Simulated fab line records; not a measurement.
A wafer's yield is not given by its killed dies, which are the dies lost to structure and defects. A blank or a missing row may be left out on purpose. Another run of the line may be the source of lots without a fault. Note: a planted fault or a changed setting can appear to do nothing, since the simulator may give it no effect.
Problem report in the 8D (eight disciplines) form, filled by code + flow n5 finfet + the parts of the form that need people (team, actions taken, sign-off) are left out

== 1. WHAT WENT WRONG ==
Wafers free of any fault read 17.94 nm (standard deviation 0.093) for MD_CAP_THK at N5_MOL_CONTACT_COAG_THK_MEAS_29, against a mean of 16.30 nm on 4 wafers of 2 lots. Relative to the usual mean, that is a shift of -18 standard deviations.
The first sign was on wafer L595.1 at day 8 12:30, on film metro-02. The record holds 24 wafers of 8 lots with a number at this step. Rule for "out", or "out of limits": more than 4 standard deviations from the usual mean. All remaining wafers that have a number are taken as sound.

== 2. WHAT IT IS; WHAT IT IS NOT ==
| question                    | is                             | is not                                                                                      |
|-----------------------------|--------------------------------|---------------------------------------------------------------------------------------------|
| which readings at this step | MD_CAP_THK                     | -                                                                                           |
| which lots                  | L595, L596                     | L583, L586, L599, L600, L602, L603                                                          |
| which wafers of those lots  | L595.1, L595.3, L595.5, L596.5 | L596.4, L596.6                                                                              |
| read on which gauges        | film metro-01, film metro-02   | -                                                                                           |
| when                        | from day 8 12:30               | up to then (6 sound wafers); but 14 sound wafers of L596, L599, L600, L602, L603 came after |

== 3. THE SUSPECTS, EACH WITH WHAT RULES IT OUT ==
Counting: a tool at a process step up to the reading stays a suspect if it ran every lot that is out. Sound lots after the first of them don't rule it out here, since some wafers of a struck lot are sound.
- the gauge at N5_MOL_CONTACT_COAG_THK_MEAS_29 is ruled out. The wafers that are out were read on 2 gauges (film metro-01, film metro-02).
- rie diel-04 at N5_MOL_CONTACT_COAG_ETCH_15 (etches SiNx in CH3F/O2, stops on Si:P, target depth 7 nm): kept. It ran every lot that is out, first L595 (day 8 03:19).
- ald metal-04 at N5_MOL_CONTACT_COAG_ALD_20 (deposits TiN, target thk 1.5 nm, pulse time 1 s, purge time 3 s): kept. Ran every lot that is out, first one L595 (day 8 05:22); last sound lot up to then L586 (day 6 01:31).
- cmp-02 at N5_MOL_CONTACT_COAG_CMP_23 (polishes, stops on SiO2, t overpolish 1.5 s, target thk 0 nm): kept. Ran every lot that is out, first one L595 (day 8 09:49); last sound lot up to then L586 (day 6 06:04).
The count leaves rie diel-04 at N5_MOL_CONTACT_COAG_ETCH_15, ald metal-04 at N5_MOL_CONTACT_COAG_ALD_20, and cmp-02 at N5_MOL_CONTACT_COAG_CMP_23.

== 4. THE CAUSE (what the simulator had put in) ==
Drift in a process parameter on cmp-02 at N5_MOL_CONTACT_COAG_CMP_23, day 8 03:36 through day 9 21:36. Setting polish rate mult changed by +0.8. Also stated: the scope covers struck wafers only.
3 suspects survive the count, and this tool is in that group.

== 5. SEQUENCE OF EFFECTS, ordered by route ==
Rows list readings where the struck wafers' mean (over those with a number) sits beyond 3 standard deviations from the usual. Only readings whose record carries a usual standard deviation are examined. hours: median over the lots of the time between each lot's start at the first step of this table that gives one and its start at this step. sigmas: the change, counted in usual standard deviations.
| hours | step                            | reading           | usual    | on struck wafers | change | sigmas |
|-------|---------------------------------|-------------------|----------|------------------|--------|--------|
| 0     | N5_MOL_CONTACT_COAG_THK_MEAS_29 | MD_CAP_THK        | 17.94 nm | 16.30            | -1.64  | -18    |
| 2     | N5_MOL_CONTACT_COAG_ETCH_47     | etch rf on time s | 31.1 s   | 28.4             | -2.7   | -5.4   |
Here are the process steps it includes:
- N5_MOL_CONTACT_COAG_ETCH_47: etches SiNx in CH3F/O2, stops on W, target depth 27 nm.
At these later measuring or inspecting steps, every struck wafer for which the step has a row has a number for every such reading, and none has moved that far: N5_BEOL_M4_RC_MEAS_101.

== 6. WHAT WOULD HAVE CAUGHT IT SOONER ==
The first out-of-limits reading at a measuring or inspecting step in this record came at day 8 12:30, 9 hours after the fault's start at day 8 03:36.
Of the tool readings at N5_MOL_CONTACT_COAG_CMP_23 for which the record gives a usual standard deviation, none was out on any struck wafer, so an alarm limit of 4 standard deviations on them would not have fired.
Of the lots that are out (2), L596 began N5_MOL_CONTACT_COAG_CMP_23 on cmp-02 after day 8 12:30. Holding the tool at that time would have saved it.
